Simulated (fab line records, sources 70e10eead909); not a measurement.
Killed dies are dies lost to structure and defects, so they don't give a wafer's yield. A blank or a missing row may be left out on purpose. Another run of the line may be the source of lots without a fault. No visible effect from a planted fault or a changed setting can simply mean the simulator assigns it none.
Chamber matching    flow nand-harc    ald-hk-02 running NHARC_A_CHANNEL_FILL_D1_ALD_02: 4 sister chambers
The step deposits SiO2, target thk 6 nm, pulse time 10 s, ald cycles 60. 22 wafers are shown with their chamber, then 11 later ones without.

## WAFERS, EACH WITH ITS CHAMBER
wafer   chamber  heater-power-w (W)  precursor-pulse-height-rel
L074.1  0        656                 0.973
L074.2  1        451                 0.997
L074.3  3        402                 0.965
L076.3  1        457                 1.028
L076.5  1        435                 0.974
L076.6  2        435                 1.027
L077.1  0        648                 1.000
L077.2  3        410                 1.008
L077.3  2        432                 1.010
L082.2  0        634                 1.008
L082.5  3        418                 0.979
L082.6  0        648                 0.986
L081.2  1        450                 1.006
L081.3  3        405                 0.975
L081.6  1        462                 1.012
L084.2  2        440                 0.981
L084.4  1        463                 1.028
L084.6  3        405                 0.953
L086.2  0        632                 0.960
L086.3  2        447                 0.971
L086.5  1        457                 0.983
L089.1  0        643                 0.995

SIGNATURES, as means of the wafers listed above
reading                     chamber 0  chamber 1  chamber 2  chamber 3  scatter within a chamber
heater-power-w              643.50     453.57     438.50     408.00     8.35
precursor-pulse-height-rel  0.98700    1.00400    0.99725    0.97600    0.0209
Rule: for each reading, subtract the chamber's mean from the wafer's reading, divide by that reading's scatter and square the result; add these up over the readings and take the root, which gives the wafer's distance from the chamber. The wafer belongs to the nearest chamber; if the next one is less than 2 further off, it can't be placed. The scatter: take each reading less its chamber's mean, square it, sum over the shown wafers, divide by the number of wafers less the number of chambers, and take the root.

## WAFERS MISSING THEIR CHAMBER
wafer   heater-power-w (W)  precursor-pulse-height-rel
L089.2  454                 1.021
L089.4  420                 0.983
L093.1  432                 1.009
L093.3  443                 0.997
L093.5  409                 1.013
L095.1  447                 0.997
L095.4  393                 1.006
L095.5  399                 1.026
L097.1  423                 1.023
L097.4  626                 1.011
L097.5  441                 0.999

## WHICH CHAMBER EACH WENT THROUGH
wafer   from the rows above           in truth
L089.2  can't be placed: 1 or 2       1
L089.4  can't be placed: 3 or 2       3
L093.1  can't be placed: 2 or 1       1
L093.3  can't be placed: 2 or 1       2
L093.5  can't be placed: 3 or 2       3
L095.1  can't be placed: 1 or 2       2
L095.4  3                             3
L095.5  3                             3
L097.1  can't be placed: 2 or 3 or 1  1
L097.4  0                             0
L097.5  can't be placed: 2 or 1       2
Correctly placed: 3 of 11. Not placeable from these rows: 8 (in 8, the candidates include the true chamber). Placed wrongly: 0.
